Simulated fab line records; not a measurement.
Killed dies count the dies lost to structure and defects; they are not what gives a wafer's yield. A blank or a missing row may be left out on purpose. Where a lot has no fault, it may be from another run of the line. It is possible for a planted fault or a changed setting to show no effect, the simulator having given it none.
Which tool was responsible? | flow nand-harc | Sampling: 24 lots, 72 wafers, 6 of 1159 route steps

WHAT THE GAUGES READ, wafer by wafer
No reading from a measuring or inspecting step in the record can be judged against a usual standard deviation.

TOOL THAT RAN EACH LOT (tool first, then ch and the chambers of the sampled wafers, then the start)
lot  | NHARC_A_STAIRCASE_TRIM_222                    | NHARC_A_STAIRCASE_HM_DEP_462  | NHARC_A_STAIRCASE_HM_OPEN_463                 | NHARC_A_STAIRCASE_STRIP_316                   | NHARC_A_STAIRCASE_ETCHBACK_416                | NHARC_A_STAIRCASE_DEP_151
L074 | rie-diel-01 ch 0,2, day 11 02:22 or earlier   | acl-dep-03 ch 0, day 11 02:22 | rie-diel-09 ch 2,3, day 11 20:48 or earlier   | rie-diel-09 ch 2,3, day 11 20:48 or earlier   | rie-diel-09 ch 0,1,2, day 11 20:48 or earlier | pecvd-01 ch 1,2, day 11 20:48
L075 | rie-diel-01 ch 1,2, day 12 03:29 or earlier   | acl-dep-03 ch 0, day 12 03:29 | rie-diel-01 ch 0,1,3, day 13 01:46 or earlier | rie-diel-01 ch 0,2,3, day 13 01:46 or earlier | rie-diel-01 ch 0,1,2, day 13 01:46 or earlier | pecvd-01 ch 1,2, day 13 01:46
L076 | rie-diel-01 ch 0,3, day 12 02:26 or earlier   | acl-dep-02 ch 0, day 12 02:26 | rie-diel-09 ch 0,3, day 13 01:58 or earlier   | rie-diel-09 ch 0,1,2, day 13 01:58 or earlier | rie-diel-10 ch 1,3, day 13 01:58 or earlier   | pecvd-03 ch 1,2, day 13 01:58
L077 | rie-diel-10 ch 0,1,3, day 12 07:16 or earlier | acl-dep-02 ch 0, day 12 07:16 | rie-diel-10 ch 1,2,3, day 13 01:46 or earlier | rie-diel-10 ch 0,1, day 13 01:46 or earlier   | rie-diel-09 ch 0,1,3, day 13 01:46 or earlier | pecvd-04 ch 0,1,2, day 13 01:46
L078 | rie-diel-10 ch 0,1,3, day 12 19:52 or earlier | acl-dep-03 ch 0, day 12 19:52 | rie-diel-01 ch 0,1,3, day 13 14:51 or earlier | rie-diel-01 ch 0,2, day 13 14:51 or earlier   | rie-diel-09 ch 0,1, day 13 14:51 or earlier   | pecvd-04 ch 0,2, day 13 14:51
L079 | rie-diel-09 ch 0,2,3, day 12 20:53 or earlier | acl-dep-02 ch 0, day 12 20:53 | rie-diel-10 ch 0,3, day 13 14:50 or earlier   | rie-diel-10 ch 0,1,3, day 13 14:50 or earlier | rie-diel-01 ch 1,2,3, day 13 14:50 or earlier | pecvd-01 ch 0,2, day 13 14:50
L080 | rie-diel-09 ch 0,3, day 13 12:38 or earlier   | acl-dep-03 ch 0, day 13 12:38 | rie-diel-01 ch 0,2,3, day 14 07:23 or earlier | rie-diel-01 ch 1,3, day 14 07:23 or earlier   | rie-diel-01 ch 2,3, day 14 07:23 or earlier   | pecvd-03 ch 1,2, day 14 07:23
L081 | rie-diel-10 ch 1,2,3, day 13 11:59 or earlier | acl-dep-02 ch 0, day 13 11:59 | rie-diel-09 ch 0,3, day 13 15:57 or earlier   | rie-diel-09 ch 0,3, day 13 15:57              | rie-diel-01 ch 2,3, day 14 07:16 or earlier   | pecvd-01 ch 0,1,2, day 14 07:16
L082 | rie-diel-10 ch 0,1, day 14 02:07 or earlier   | acl-dep-02 ch 0, day 14 02:07 | rie-diel-10 ch 0,3, day 15 02:30 or earlier   | rie-diel-10 ch 1,2,3, day 15 02:30 or earlier | rie-diel-10 ch 1,2, day 15 02:30 or earlier   | pecvd-04 ch 0,2, day 15 02:30
L083 | rie-diel-10 ch 0,1,3, day 14 05:35 or earlier | acl-dep-03 ch 0, day 14 05:35 | rie-diel-09 ch 0,2, day 15 02:30 or earlier   | rie-diel-09 ch 0,2,3, day 15 02:30 or earlier | rie-diel-01 ch 1,2, day 15 02:30 or earlier   | pecvd-03 ch 0,2, day 15 02:30
L084 | rie-diel-09 ch 1,2, day 14 07:19 or earlier   | acl-dep-02 ch 0, day 14 07:19 | rie-diel-09 ch 0,1,3, day 15 02:30 or earlier | rie-diel-09 ch 2,3, day 15 02:30 or earlier   | rie-diel-01 ch 0,2,3, day 15 02:30 or earlier | pecvd-01 ch 1,2, day 15 02:30
L085 | rie-diel-09 ch 0,2,3, day 14 19:48 or earlier | acl-dep-03 ch 0, day 14 19:48 | rie-diel-09 ch 0,2,3, day 15 15:12 or earlier | rie-diel-09 ch 1,2,3, day 15 15:12 or earlier | rie-diel-09 ch 1,2,3, day 15 15:12 or earlier | pecvd-01 ch 0,1, day 15 15:12
L088 | rie-diel-01 ch 2,3, day 15 04:31 or earlier   | acl-dep-02 ch 0, day 15 04:31 | rie-diel-09 ch 0,2,3, day 16 01:04 or earlier | rie-diel-09 ch 0,1,2, day 16 01:04 or earlier | rie-diel-01 ch 0,1, day 16 01:04 or earlier   | pecvd-01 ch 0,2, day 16 01:04
L087 | rie-diel-01 ch 2,3, day 15 05:32 or earlier   | acl-dep-03 ch 0, day 15 05:32 | rie-diel-01 ch 0,2,3, day 16 00:53 or earlier | rie-diel-01 ch 2,3, day 16 00:53 or earlier   | rie-diel-09 ch 1,2,3, day 16 00:53 or earlier | pecvd-03 ch 0,2, day 16 00:53
L086 | rie-diel-10 ch 0,1,3, day 15 08:01 or earlier | acl-dep-02 ch 0, day 15 08:01 | rie-diel-10 ch 0,1,2, day 16 02:58 or earlier | rie-diel-10 ch 2,3, day 16 02:58 or earlier   | rie-diel-10 ch 1,2,3, day 16 02:58 or earlier | pecvd-01 ch 0,2, day 16 02:58
L092 | rie-diel-10 ch 1,2,3, day 15 15:40 or earlier | acl-dep-01 ch 0, day 15 15:40 | rie-diel-09 ch 0,1,3, day 16 13:48 or earlier | rie-diel-09 ch 0,1,3, day 16 13:48 or earlier | rie-diel-09 ch 0,1,3, day 16 13:48 or earlier | pecvd-04 ch 0,1,2, day 16 13:48
L090 | rie-diel-01 ch 0,1, day 15 20:34 or earlier   | acl-dep-03 ch 0, day 15 20:34 | rie-diel-01 ch 1,2, day 16 13:48 or earlier   | rie-diel-01 ch 0,3, day 16 13:48 or earlier   | rie-diel-10 ch 0,2,3, day 16 13:48 or earlier | pecvd-01 ch 0,1,2, day 16 13:48
L089 | rie-diel-01 ch 0,1,3, day 15 20:22 or earlier | acl-dep-01 ch 0, day 15 20:22 | rie-diel-01 ch 0,3, day 16 13:48 or earlier   | rie-diel-01 ch 0,3, day 16 13:48 or earlier   | rie-diel-10 ch 0,1,2, day 16 13:48 or earlier | pecvd-03 ch 0,1,2, day 16 13:48
L091 | rie-diel-09 ch 0,1,3, day 15 23:59 or earlier | acl-dep-03 ch 0, day 15 23:59 | rie-diel-09 ch 0,1,2, day 16 21:26 or earlier | rie-diel-09 ch 0,2, day 16 21:26 or earlier   | rie-diel-09 ch 0,1,3, day 16 21:26 or earlier | pecvd-03 ch 1,2, day 16 21:26
L093 | rie-diel-09 ch 1,2,3, day 16 18:10 or earlier | acl-dep-02 ch 0, day 16 18:10 | rie-diel-09 ch 0,1,3, day 17 15:08 or earlier | rie-diel-09 ch 2,3, day 17 15:08 or earlier   | rie-diel-01 ch 2,3, day 17 15:08 or earlier   | pecvd-03 ch 0,1, day 17 15:08
L094 | rie-diel-01 ch 0,2,3, day 16 18:10 or earlier | acl-dep-03 ch 0, day 16 18:10 | rie-diel-10 ch 0,1,3, day 17 15:05 or earlier | rie-diel-10 ch 1,2,3, day 17 15:05 or earlier | rie-diel-10 ch 0,1,3, day 17 15:05 or earlier | pecvd-01 ch 0,1, day 17 15:05
L095 | rie-diel-09 ch 1,2,3, day 16 20:23 or earlier | acl-dep-01 ch 0, day 16 20:23 | rie-diel-10 ch 0,2,3, day 17 14:54 or earlier | rie-diel-10 ch 0,1,2, day 17 14:54 or earlier | rie-diel-09 ch 0,1,2, day 17 14:54 or earlier | pecvd-04 ch 0,1,2, day 17 14:54
L097 | rie-diel-09 ch 2,3, day 17 05:34 or earlier   | acl-dep-03 ch 0, day 17 05:34 | rie-diel-01 ch 0,2,3, day 18 01:46 or earlier | rie-diel-01 ch 0,2,3, day 18 01:46 or earlier | rie-diel-09 ch 1,2, day 18 01:46 or earlier   | pecvd-03 ch 1,2, day 18 01:46
L096 | rie-diel-10 ch 1,2,3, day 17 17:25 or earlier | acl-dep-02 ch 0, day 17 17:25 | rie-diel-01 ch 2,3, day 18 12:34 or earlier   | rie-diel-01 ch 2,3, day 18 12:34 or earlier   | rie-diel-01 ch 1,2,3, day 18 12:34 or earlier | pecvd-03 ch 1,2, day 18 12:34
- NHARC_A_STAIRCASE_TRIM_222: chemistry O2, time 211.2 s.
- NHARC_A_STAIRCASE_HM_DEP_462: deposits aC, target thk 800 nm.
- NHARC_A_STAIRCASE_HM_OPEN_463: chemistry O2/COS.
- NHARC_A_STAIRCASE_STRIP_316: strips in O2.
- NHARC_A_STAIRCASE_ETCHBACK_416: etches the open film in C4F8/O2/Ar, target depth 36 nm, time 7.2 s.
- NHARC_A_STAIRCASE_DEP_151: deposits SiO2, target thk 3800 nm.

AS READ BY THE TOOLS THEMSELVES (means over the sampled wafers that have a number; for cases with no such wafer, the mark the record gives instead)
NHARC_A_STAIRCASE_TRIM_222. Usual: drypump-motor-current-A 5.7 A, standard deviation 0.45; oes-product-au 0.995 a.u., standard deviation 0.014; rf-vpp-V 58.0 V, standard deviation 0.82; showerhead-plenum-p-Torr 3.62 Torr, standard deviation 0.14; throttle-valve-pct 17.037 %, standard deviation 0.0085.
lot  | tool        | drypump-motor-current-A (A) | oes-product-au (a.u.) | rf-vpp-V (V) | showerhead-plenum-p-Torr (Torr) | throttle-valve-pct (%) | flag
L074 | rie-diel-01 | 5.6                         | 1.000                 | 58.1         | 3.56                            | 17.048                 |
L075 | rie-diel-01 | 6.1                         | 1.006                 | 57.3         | 3.41                            | 17.034                 |
L076 | rie-diel-01 | 5.4                         | 0.986                 | 58.4         | 3.67                            | 17.035                 |
L077 | rie-diel-10 | 5.6                         | 0.992                 | 57.3         | 3.62                            | 17.045                 |
L078 | rie-diel-10 | 5.6                         | 0.976                 | 58.2         | 3.62                            | 17.038                 |
L079 | rie-diel-09 | 5.6                         | 0.996                 | 58.8         | 3.70                            | 17.038                 |
L080 | rie-diel-09 | 5.6                         | 0.991                 | 58.0         | 3.64                            | 17.038                 |
L081 | rie-diel-10 | 5.8                         | 1.005                 | 57.9         | 3.71                            | 17.045                 |
L082 | rie-diel-10 | 6.0                         | 0.981                 | 58.3         | 3.52                            | 17.034                 |
L083 | rie-diel-10 | 5.6                         | 0.994                 | 58.6         | 3.61                            | 17.035                 |
L084 | rie-diel-09 | 5.8                         | 1.006                 | 58.5         | 3.70                            | 17.040                 |
L085 | rie-diel-09 | 5.6                         | 0.993                 | 58.8         | 3.69                            | 17.030                 |
L088 | rie-diel-01 | 6.0                         | 0.994                 | 58.1         | 3.41                            | 17.034                 |
L087 | rie-diel-01 | 6.0                         | 0.989                 | 57.7         | 3.41                            | 17.045                 |
L086 | rie-diel-10 | 5.6                         | 0.992                 | 57.7         | 3.60                            | 17.038                 |
L092 | rie-diel-10 | 5.8                         | 0.991                 | 58.2         | 3.70                            | 17.035                 |
L090 | rie-diel-01 | 5.4                         | 1.010                 | 58.3         | 3.65                            | 17.038                 |
L089 | rie-diel-01 | 5.5                         | 1.010                 | 57.5         | 3.64                            | 17.031                 |
L091 | rie-diel-09 | 5.6                         | 0.988                 | 57.2         | 3.61                            | 17.029                 |
L093 | rie-diel-09 | 5.6                         | 0.993                 | 58.1         | 3.66                            | 17.034                 |
L094 | rie-diel-01 | 5.7                         | 1.009                 | 57.8         | 3.52                            | 17.041                 |
L095 | rie-diel-09 | 5.6                         | 0.993                 | 57.7         | 3.66                            | 17.030                 |
L097 | rie-diel-09 | 5.6                         | 1.006                 | 58.6         | 3.73                            | 17.035                 |
L096 | rie-diel-10 | 5.8                         | 1.001                 | 58.6         | 3.69                            | 17.038                 |

NHARC_A_STAIRCASE_HM_DEP_462. Usual: throttle-valve-pct at 35.001 %, with a standard deviation of 0.0079.
lot  | tool       | throttle-valve-pct (%) | flag
L074 | acl-dep-03 | 34.999                 |
L075 | acl-dep-03 | 34.994                 |
L076 | acl-dep-02 | 35.002                 |
L077 | acl-dep-02 | 34.999                 |
L078 | acl-dep-03 | 35.004                 |
L079 | acl-dep-02 | 34.998                 |
L080 | acl-dep-03 | 35.001                 |
L081 | acl-dep-02 | 35.001                 |
L082 | acl-dep-02 | 34.999                 |
L083 | acl-dep-03 | 35.003                 |
L084 | acl-dep-02 | 35.006                 |
L085 | acl-dep-03 | 35.001                 |
L088 | acl-dep-02 | 35.000                 |
L087 | acl-dep-03 | 34.999                 |
L086 | acl-dep-02 | 34.999                 |
L092 | acl-dep-01 | 35.002                 |
L090 | acl-dep-03 | 35.005                 |
L089 | acl-dep-01 | 35.008                 |
L091 | acl-dep-03 | 34.997                 |
L093 | acl-dep-02 | 35.004                 |
L094 | acl-dep-03 | 34.998                 |
L095 | acl-dep-01 | 35.005                 |
L097 | acl-dep-03 | 35.010                 |
L096 | acl-dep-02 | 35.007                 |

NHARC_A_STAIRCASE_HM_OPEN_463. Usual: drypump-motor-current-A 5.7 A, standard deviation 0.4; oes-product-au 0.995 a.u., standard deviation 0.015; rf-vpp-V 468.6 V, standard deviation 2.6; showerhead-plenum-p-Torr 3.19 Torr, standard deviation 0.12; throttle-valve-pct 28.330 %, standard deviation 0.0084.
lot  | tool        | drypump-motor-current-A (A) | oes-product-au (a.u.) | rf-vpp-V (V) | showerhead-plenum-p-Torr (Torr) | throttle-valve-pct (%) | flag
L074 | rie-diel-09 | 5.3                         | 1.027                 | 471.1        | 3.30                            | 28.332                 |
L075 | rie-diel-01 | 5.5                         | 0.999                 | 469.3        | 3.23                            | 28.331                 |
L076 | rie-diel-09 | 5.7                         | 0.990                 | 469.4        | 3.23                            | 28.327                 |
L077 | rie-diel-10 | 5.8                         | 1.000                 | 470.9        | 3.29                            | 28.326                 |
L078 | rie-diel-01 | 5.5                         | 1.001                 | 468.9        | 3.23                            | 28.327                 |
L079 | rie-diel-10 | 5.7                         | 0.980                 | 468.3        | 3.18                            | 28.324                 |
L080 | rie-diel-01 | 5.7                         | 0.991                 | 467.8        | 3.13                            | 28.333                 |
L081 | rie-diel-09 | 5.7                         | 0.987                 | 469.0        | 3.22                            | 28.331                 |
L082 | rie-diel-10 | 5.7                         | 0.987                 | 469.0        | 3.17                            | 28.328                 |
L083 | rie-diel-09 | 5.8                         | 0.990                 | 470.3        | 3.28                            | 28.330                 |
L084 | rie-diel-09 | 5.6                         | 0.998                 | 469.2        | 3.20                            | 28.320                 |
L085 | rie-diel-09 | 5.6                         | 0.987                 | 469.4        | 3.26                            | 28.338                 |
L088 | rie-diel-09 | 5.6                         | 0.997                 | 471.3        | 3.26                            | 28.332                 |
L087 | rie-diel-01 | 5.7                         | 1.006                 | 466.7        | 3.12                            | 28.333                 |
L086 | rie-diel-10 | 6.2                         | 0.996                 | 468.4        | 3.19                            | 28.327                 |
L092 | rie-diel-09 | 5.6                         | 0.993                 | 467.9        | 3.20                            | 28.326                 |
L090 | rie-diel-01 | 5.9                         | 0.988                 | 466.8        | 3.10                            | 28.338                 |
L089 | rie-diel-01 | 5.3                         | 1.015                 | 469.1        | 3.23                            | 28.328                 |
L091 | rie-diel-09 | 5.8                         | 0.984                 | 468.5        | 3.21                            | 28.336                 |
L093 | rie-diel-09 | 5.6                         | 0.985                 | 467.9        | 3.19                            | 28.320                 |
L094 | rie-diel-10 | 5.6                         | 1.006                 | 468.5        | 3.18                            | 28.338                 |
L095 | rie-diel-10 | 5.9                         | 1.004                 | 469.7        | 3.25                            | 28.329                 |
L097 | rie-diel-01 | 5.7                         | 1.003                 | 466.6        | 3.11                            | 28.327                 |
L096 | rie-diel-01 | 5.8                         | 1.000                 | 467.8        | 3.10                            | 28.332                 |

NHARC_A_STAIRCASE_STRIP_316. Usual: drypump-motor-current-A 5.7 A, standard deviation 0.42; oes-product-au 0.996 a.u., standard deviation 0.013; rf-vpp-V 57.9 V, standard deviation 0.81; showerhead-plenum-p-Torr 3.62 Torr, standard deviation 0.13; throttle-valve-pct 17.036 %, standard deviation 0.0087.
lot  | tool        | drypump-motor-current-A (A) | oes-product-au (a.u.) | rf-vpp-V (V) | showerhead-plenum-p-Torr (Torr) | throttle-valve-pct (%) | flag
L074 | rie-diel-09 | 5.6                         | 1.010                 | 57.7         | 3.76                            | 17.037                 |
L075 | rie-diel-01 | 5.7                         | 0.997                 | 58.2         | 3.54                            | 17.031                 |
L076 | rie-diel-09 | 5.8                         | 0.988                 | 57.6         | 3.65                            | 17.037                 |
L077 | rie-diel-10 | 6.0                         | 0.983                 | 58.1         | 3.52                            | 17.044                 |
L078 | rie-diel-01 | 5.6                         | 1.009                 | 58.2         | 3.54                            | 17.032                 |
L079 | rie-diel-10 | 5.6                         | 0.989                 | 58.1         | 3.61                            | 17.029                 |
L080 | rie-diel-01 | 5.7                         | 0.996                 | 57.6         | 3.64                            | 17.036                 |
L081 | rie-diel-09 | 5.4                         | 0.996                 | 58.0         | 3.67                            | 17.036                 |
L082 | rie-diel-10 | 5.8                         | 0.999                 | 58.6         | 3.71                            | 17.033                 |
L083 | rie-diel-09 | 5.6                         | 0.994                 | 58.0         | 3.69                            | 17.033                 |
L084 | rie-diel-09 | 5.4                         | 1.002                 | 58.1         | 3.72                            | 17.035                 |
L085 | rie-diel-09 | 5.6                         | 0.994                 | 57.7         | 3.67                            | 17.036                 |
L088 | rie-diel-09 | 5.8                         | 0.989                 | 57.8         | 3.64                            | 17.040                 |
L087 | rie-diel-01 | 5.9                         | 1.009                 | 57.8         | 3.52                            | 17.039                 |
L086 | rie-diel-10 | 6.1                         | 0.986                 | 58.4         | 3.77                            | 17.039                 |
L092 | rie-diel-09 | 5.6                         | 0.989                 | 58.0         | 3.61                            | 17.041                 |
L090 | rie-diel-01 | 5.5                         | 1.014                 | 58.1         | 3.64                            | 17.037                 |
L089 | rie-diel-01 | 5.3                         | 1.012                 | 57.2         | 3.65                            | 17.046                 |
L091 | rie-diel-09 | 5.9                         | 0.988                 | 57.0         | 3.64                            | 17.035                 |
L093 | rie-diel-09 | 5.6                         | 1.006                 | 59.1         | 3.73                            | 17.044                 |
L094 | rie-diel-10 | 5.8                         | 0.994                 | 58.4         | 3.69                            | 17.035                 |
L095 | rie-diel-10 | 6.1                         | 1.011                 | 57.7         | 3.60                            | 17.034                 |
L097 | rie-diel-01 | 5.7                         | 0.999                 | 57.3         | 3.52                            | 17.033                 |
L096 | rie-diel-01 | 5.8                         | 0.999                 | 57.3         | 3.51                            | 17.044                 |

NHARC_A_STAIRCASE_ETCHBACK_416. Usual: oes-product-au 0.94 a.u., standard deviation 0.036; rf-vpp-V 726 V, standard deviation 4.3.
lot  | tool        | oes-product-au (a.u.) | rf-vpp-V (V) | flag
L074 | rie-diel-09 | 0.92                  | 728          |
L075 | rie-diel-01 | 0.93                  | 723          |
L076 | rie-diel-10 | 0.92                  | 729          |
L077 | rie-diel-09 | 0.99                  | 726          |
L078 | rie-diel-09 | 0.91                  | 725          |
L079 | rie-diel-01 | 0.92                  | 723          |
L080 | rie-diel-01 | 0.91                  | 723          |
L081 | rie-diel-01 | 0.91                  | 724          |
L082 | rie-diel-10 | 0.91                  | 729          |
L083 | rie-diel-01 | 0.99                  | 721          |
L084 | rie-diel-01 | 1.00                  | 723          |
L085 | rie-diel-09 | 0.92                  | 727          |
L088 | rie-diel-01 | 1.00                  | 727          |
L087 | rie-diel-09 | 0.92                  | 727          |
L086 | rie-diel-10 | 0.91                  | 729          |
L092 | rie-diel-09 | 0.92                  | 726          |
L090 | rie-diel-10 | 1.00                  | 727          |
L089 | rie-diel-10 | 1.01                  | 725          |
L091 | rie-diel-09 | 0.91                  | 725          |
L093 | rie-diel-01 | 0.92                  | 720          |
L094 | rie-diel-10 | 0.93                  | 725          |
L095 | rie-diel-09 | 0.91                  | 726          |
L097 | rie-diel-09 | 0.92                  | 728          |
L096 | rie-diel-01 | 0.93                  | 723          |

NHARC_A_STAIRCASE_DEP_151. Usual: heater-power-outer-w 398 W, standard deviation 63; heater-power-w 688 W, standard deviation 81.
lot  | tool     | heater-power-outer-w (W) | heater-power-w (W) | flag
L074 | pecvd-01 | 417                      | 672                |
L075 | pecvd-01 | 389                      | 665                |
L076 | pecvd-03 | 355                      | 637                |
L077 | pecvd-04 | 386                      | 670                |
L078 | pecvd-04 | 344                      | 628                |
L079 | pecvd-01 | 435                      | 730                |
L080 | pecvd-03 | 389                      | 674                |
L081 | pecvd-01 | 444                      | 743                |
L082 | pecvd-04 | 415                      | 699                |
L083 | pecvd-03 | 427                      | 744                |
L084 | pecvd-01 | 380                      | 645                |
L085 | pecvd-01 | 375                      | 665                |
L088 | pecvd-01 | 435                      | 743                |
L087 | pecvd-03 | 436                      | 758                |
L086 | pecvd-01 | 454                      | 730                |
L092 | pecvd-04 | 391                      | 690                |
L090 | pecvd-01 | 407                      | 695                |
L089 | pecvd-03 | 389                      | 688                |
L091 | pecvd-03 | 445                      | 738                |
L093 | pecvd-03 | 346                      | 637                |
L094 | pecvd-01 | 391                      | 683                |
L095 | pecvd-04 | 399                      | 693                |
L097 | pecvd-03 | 403                      | 684                |
L096 | pecvd-03 | 412                      | 708                |

THE ANSWER, worked out from the rows above alone
Rule: take the mean of a lot's wafers that have a number; if it is more than 3 standard deviations from the usual mean, the lot is off. Also off: a lot with no number at a reading for which 4 or more lots have one. Where the step has rows for the other lots, those lots are counted as sound. The gauges are gone through in route order, then the tools' own readings, and for those a lot's mean is taken as printed above. At the first step where some lot is off, the reading lying furthest off is the one used; lots without a number count as furthest.
No lot is off at any reading shown: from this, nothing can be told.

WHAT THE SIMULATOR HAD INSERTED
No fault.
